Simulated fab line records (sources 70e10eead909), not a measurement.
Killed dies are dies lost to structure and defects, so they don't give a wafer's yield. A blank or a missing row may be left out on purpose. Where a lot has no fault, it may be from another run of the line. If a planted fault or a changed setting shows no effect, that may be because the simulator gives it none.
Struck lot and sound lot, side by side	flow nand-harc	15 steps out of a route of 1159
Sound: wafers L222.2, L222.3, L222.4. Wafers struck: L215.1, L215.2, L215.3. At the end, the cause is stated.
For every step that has rows: the tool of each side, followed by ch and its chambers, followed by its first start. Under that, the readings that differ: sound wafers	struck wafers	difference of the means	sigmas: that difference in standard deviations of wafers without a fault.
alike: readings whose means differ by less than 2 such deviations, and words and numbers that are the same on both sides. not compared: withheld readings, readings that some wafer has no value for, bounds like >300 that may hide the same value, and numbers for which the record gives no deviation and whose values overlap.
The two part at a step that has a row with sigmas, a row that says differs or no value, or rows on one side only. Non-overlapping numbers with no deviation appear without sigmas and do not part them. A reading that every wafer of one side lacks parts them only if that side has two wafers or more.

NHARC_P_GATE_ETCH_104: etches the open film in CF4/CHF3, target depth 60 nm.
  sound on rie-diel-04 ch 0,1,2, day 9 15:25; struck on rie-diel-04 ch 0,1,3, day 8 02:40
reading	sound	struck	difference	sigmas
oes-product-au (a.u.)	0.975 0.963 0.961	0.925 0.919 0.921	-0.045	-2
  alike: bias-w, drypump-motor-current-A, rf-vpp-V, showerhead-plenum-p-Torr, throttle-valve-pct
NHARC_P_GATE_HM_OPEN_105: chemistry O2/COS, target depth 360 nm.
  sound on rie-diel-04 ch 0,2,3; struck on rie-diel-04 ch 0,1,3
reading	sound	struck	difference	sigmas
rf-hours-counter-h (h)	16 17 15	10 9 7	-7	
  alike: bias-w, drypump-motor-current-A, oes-product-au, rf-vpp-V, showerhead-plenum-p-Torr, throttle-valve-pct
then, 3 steps without rows for these wafers: NHARC_P_GATE_STRIP_106 (strips in O2/COS); NHARC_P_GATE_ETCH_114 (etches the open film in CF4/O2, target depth 30 nm, overetch 3 nm, time 16.5 s); NHARC_P_GATE_ETCH_32 (etches the open film in HBr/Cl2, target depth 150 nm, time 100.1 s).
NHARC_P_GATE_STRIP_108: strips in O2.
  sound on rie-diel-11 ch 1,2,3, day 9 15:59; struck on rie-diel-04 ch 0,1,2, day 8 03:16
reading	sound	struck	difference	sigmas
rf-hours-counter-h (h)	2 2 2	10 7 9	+7	
  alike: chamber-pressure-mTorr, drypump-motor-current-A, oes-product-au, rf-vpp-V, showerhead-plenum-p-Torr, throttle-valve-pct
NHARC_P_GATE_CD_MEAS_33:
  sound on cd-sem-02, day 9 16:10; struck on cd-sem-03, day 8 03:27
  alike: cd-nm
then, 3 steps without rows for these wafers: NHARC_P_GATE_STRIP_35 (strips in SPM, time 600 s); NHARC_P_GATE_PRECLEAN_73 (cleans in SC1); NHARC_P_GATE_SRD_74.
NHARC_P_GATE_ALD_36: deposits SiNx, target thk 20 nm, pulse time 60 s, ald cycles 223.
  sound on ald-sin-02 ch 0,1,3, day 9 16:37; struck on ald-sin-03 ch 0,1,3, day 8 08:53
  alike: heater-power-w, precursor-pulse-height-rel
NHARC_P_GATE_ETCHBACK_37: etches the open film in CHF3/O2, target depth 34.5 nm, time 17.2 s.
  sound on rie-diel-13 ch 0,1,3; struck on rie-diel-13 ch 0,1,3
reading	sound	struck	difference	sigmas
oes-product-au (a.u.)	0.92 0.92 0.92	0.99 0.99 0.98	+0.07	+2
rf-hours-counter-h (h)	40 39 38	27 28 28	-11	
  alike: bias-w, drypump-motor-current-A, rf-vpp-V, showerhead-plenum-p-Torr, throttle-valve-pct
NHARC_P_GATE_STRIP_101: strips in O2, time 20 s.
  sound on rie-diel-13 ch 0,1,3, day 10 03:48; struck on rie-diel-13 ch 1,2,3, day 8 20:32
  no value came back on the struck wafers for any of 8 readings (bias-w (W), chamber-pressure-mTorr (mTorr) and others); on the sound wafers bias-w (W) reads 0 0 0
then, 2 steps without rows for these wafers: NHARC_P_GATE_PRECLEAN_97 (cleans in SPM, time 600 s); NHARC_END_SORT_01.

## WHERE THEY PART
First at NHARC_P_GATE_ETCH_104; last, within this record, at NHARC_P_GATE_STRIP_101.

WHY: what had been put in by the simulator
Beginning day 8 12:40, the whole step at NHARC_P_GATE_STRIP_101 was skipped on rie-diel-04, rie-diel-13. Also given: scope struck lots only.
